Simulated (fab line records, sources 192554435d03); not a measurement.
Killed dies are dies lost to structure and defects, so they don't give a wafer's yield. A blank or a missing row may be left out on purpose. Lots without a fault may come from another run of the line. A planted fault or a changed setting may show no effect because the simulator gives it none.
Problem report in the 8D (eight disciplines) form, filled by code | flow n5_finfet | the parts of the form that need people (team, actions taken, sign-off) are left out

1. THE PROBLEM
killed_at_M0_to_M3 at N5_PASSIVATION_PROBE_49 reads a mean of 128 on 2 wafers of 2 lots; wafers without a fault read 30 with a standard deviation of 11. That is +8.9 standard deviations from the usual mean.
First seen on wafer L321.2, day 16 06:35, on prober-01. The record holds 6 wafers of 2 lots with a number at this step. Rule for "out", or "out of limits": more than 4 standard deviations from the usual mean. The other wafers with a number count as sound.

2. WHAT IT IS AND WHAT IT IS NOT
question                    | is                                                                                                      | is not
which readings at this step | killed_at_M0_to_M3, defect_limited_yield, killed_dies, sort_bin_5_function, sort_n_pass, sort_yield_pct | killed_at_M4_up, killed_at_contacts, killed_at_front_end, killed_at_other, killed_open, killed_short
which lots                  | L320, L321                                                                                              | -
which wafers of those lots  | L320.4, L321.2                                                                                          | L320.1, L320.6, L321.1, L321.4
read on which tools         | prober-01, prober-02                                                                                    | -
when                        | from day 16 06:35                                                                                       | up to then (1 sound wafer); but 3 sound wafers of L320, L321 came after

3. SUSPECTS, AND WHAT RULES EACH OUT
Counting: a tool at a process step up to the reading stays a suspect if it ran every lot that is out. Sound lots after the first of them don't rule it out here, since some wafers of a struck lot are sound.
- pvd_sputter-01 at N5_BEOL_M2_PRE_CLEAN_45 (time 30 s): kept. It ran every lot that is out, first L320 (day 10 13:56).
- pecvd-04 at N5_PASSIVATION_PECVD_35 (deposits SiNx from SiH4/NH3/N2, target thk 700 nm, time 151.3 s): kept. It ran every lot that is out, first L321 (day 16 02:26).
Left after counting: pvd_sputter-01 at N5_BEOL_M2_PRE_CLEAN_45, pecvd-04 at N5_PASSIVATION_PECVD_35.

4. THE CAUSE (what the simulator had put in)
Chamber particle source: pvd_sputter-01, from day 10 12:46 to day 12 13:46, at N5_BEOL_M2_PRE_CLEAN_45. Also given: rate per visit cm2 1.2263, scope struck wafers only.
Counting left 2 suspects, and this tool is among them.

5. THE CHAIN OF EFFECTS, in route order
Each row: a reading whose mean over the struck wafers that have a number lies more than 3 standard deviations from the usual. Only readings for which the record gives a usual standard deviation are gone through. hours: the time from each lot's start at the first step in this table that gives one to its start at this step, as a median over the lots. sigmas: the change in usual standard deviations.
hours | step                    | reading              | usual  | on struck wafers | change | sigmas
0     | N5_PASSIVATION_PROBE_49 | defect_limited_yield | 91.5 % | 83.2             | -8.3   | -5.5
0     | N5_PASSIVATION_PROBE_49 | killed_at_M0_to_M3   | 30     | 128              | +98    | +8.9
0     | N5_PASSIVATION_PROBE_49 | killed_dies          | 100    | 198              | +98    | +5.5
0     | N5_PASSIVATION_PROBE_49 | killed_on_rim        | 13     | 29               | +16    | +4.2
0     | N5_PASSIVATION_PROBE_49 | sort_bin_5_function  | 5.0 %  | 9.6              | +4.6   | +4.7
0     | N5_PASSIVATION_PROBE_49 | sort_n_pass          | 1080   | 982              | -98    | -5.5
0     | N5_PASSIVATION_PROBE_49 | sort_yield_pct       | 91.5 % | 83.2             | -8.3   | -5.5
The process steps in it:
- N5_PASSIVATION_PROBE_49

6. WHAT WOULD HAVE CAUGHT IT SOONER
In this record the first reading out of limits was taken at day 16 06:35, 138 hours after the fault began at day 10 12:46.
Of the tool readings at N5_BEOL_M2_PRE_CLEAN_45 for which the record gives a usual standard deviation, none was out on any struck wafer, so an alarm limit of 4 standard deviations on them would not have fired.
All the lots that are out (2) had begun N5_BEOL_M2_PRE_CLEAN_45 on pvd_sputter-01 by day 16 06:35. A hold on the tool at that time would have spared none of them.
